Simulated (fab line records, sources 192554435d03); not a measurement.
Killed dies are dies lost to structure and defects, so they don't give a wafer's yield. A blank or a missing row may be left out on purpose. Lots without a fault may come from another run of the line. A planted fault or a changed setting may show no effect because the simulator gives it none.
A struck lot beside a sound one | flow n5_finfet | 15 steps out of a route of 1938
Sound: wafers L110.1, L110.2, L110.3. Struck: wafer L114.3. (L114.2, L114.5 of the same lot were not struck and are left out.) The cause comes at the end.
At each step with rows: each side's tool, then ch and its chambers, then its first start. Under that, the readings that differ: sound wafers | struck wafers | difference of the means | sigmas: that difference in standard deviations of wafers without a fault.
alike: readings whose means differ by less than 2 such deviations, and words and numbers that are the same on both sides. not compared: withheld readings, readings that some wafer has no value for, bounds like >300 that may hide the same value, and numbers for which the record gives no deviation and whose values overlap.
The two part at a step that has a row with sigmas, a row that says differs or no value, or rows on one side only. Numbers that don't overlap but have no deviation are shown without sigmas and don't part them. A reading that every wafer of one side lacks parts them only if that side has two wafers or more.

first, 9 steps without rows for these wafers: N5_BEOL_M0_SAQP_COAT_69 (time 60 s, resist thk 90 nm); N5_BEOL_M0_SAQP_COAT_72 (time 60 s, resist thk 15 nm); N5_BEOL_M0_SAQP_COAT_87 (time 60 s, resist thk 5 nm); N5_BEOL_M0_SAQP_COAT_34 (resist thk 30 nm); N5_BEOL_M0_SAQP_EBR_36; N5_BEOL_M0_SAQP_SOFTBAKE_35 (time 60 s); N5_BEOL_M0_SAQP_EXPOSE_37 (exposes mask M0 CUT1, target cd 30 nm); N5_BEOL_M0_SAQP_PEB_38 (peb time 60 s); N5_BEOL_M0_SAQP_DEVELOP_39 (develop time 30 s).
N5_BEOL_M0_SAQP_CD_MEAS_40: target cd 30 nm.
  sound on cd_sem-01 ch 0, day 6 13:02; struck on cd_sem-01 ch 0, day 7 17:58
  reading    | sound             | struck | difference | sigmas
  cd_nm (nm) | 30.02 29.69 29.65 | 30.31  | +0.52      | +2
N5_BEOL_M0_SAQP_OVL_MEAS_41:
  sound on overlay-02 ch 0, day 6 13:04; struck on overlay-02 ch 0, day 7 18:00
  alike: M0_CUT1_OVL
N5_BEOL_M0_SAQP_INSPECT_42: inspects for defects (brightfield).
  sound on defect_inspect-02, day 6 13:07; struck on defect_inspect-02, day 7 18:03
  reading          | sound       | struck | difference | sigmas
  raw_defect_count | 253 247 225 | 475    | +233       | +3
N5_BEOL_M0_SAQP_DESCUM_45: chemistry O2, time 7 s.
  sound on rie_diel-05 ch 1,2,3, day 6 13:09; struck on rie_diel-05 ch 2, day 7 18:41
  reading                                           | sound      | struck | difference | sigmas
  model.CAR-EUV_of_BEOL_M0_SAQP_COAT_34.thk_nm (nm) | 26 26 26.2 | 26.6   | +0.5       |
  alike: drypump_motor_current_A, oes_product_au, rf_vpp_V, showerhead_plenum_p_Torr, throttle_valve_pct
  not compared: rf_hours_counter_h
N5_BEOL_M0_SAQP_ETCH_88: etches underlayer in N2/H2, target depth 6.5 nm, time 5.2 s.
  sound on rie_diel-05 ch 1,2,3, day 6 13:11; struck on rie_diel-05 ch 2, day 7 18:44
  alike: drypump_motor_current_A, etch_rf_on_time_s, h2_flow_sccm, oes_product_au, rf_vpp_V, showerhead_plenum_p_Torr, throttle_valve_pct
  not compared: rf_hours_counter_h
-- the record jumps here: 2 days lie between the struck wafers' starts before and after (it left off in module BEOL_M0_SAQP and takes up again in module BEOL_M4, whose first step shown is number 1111 of the route) --
N5_BEOL_M4_RC_MEAS_101:
  sound on prober-01 ch 0, day 8 20:04; struck on prober-01 ch 0, day 10 04:25
  alike: DIBL_N, DIBL_P, IOFF_N, IOFF_P, ION_N, ION_P, SS_N, SS_P, VT_N, VT_P

WHERE THEY PART
First at N5_BEOL_M0_SAQP_CD_MEAS_40; last, within this record, at N5_BEOL_M0_SAQP_INSPECT_42. Later steps at which nothing parts them and some readings are alike: N5_BEOL_M0_SAQP_DESCUM_45, N5_BEOL_M0_SAQP_ETCH_88, N5_BEOL_M4_RC_MEAS_101.

WHY: what the simulator had put in
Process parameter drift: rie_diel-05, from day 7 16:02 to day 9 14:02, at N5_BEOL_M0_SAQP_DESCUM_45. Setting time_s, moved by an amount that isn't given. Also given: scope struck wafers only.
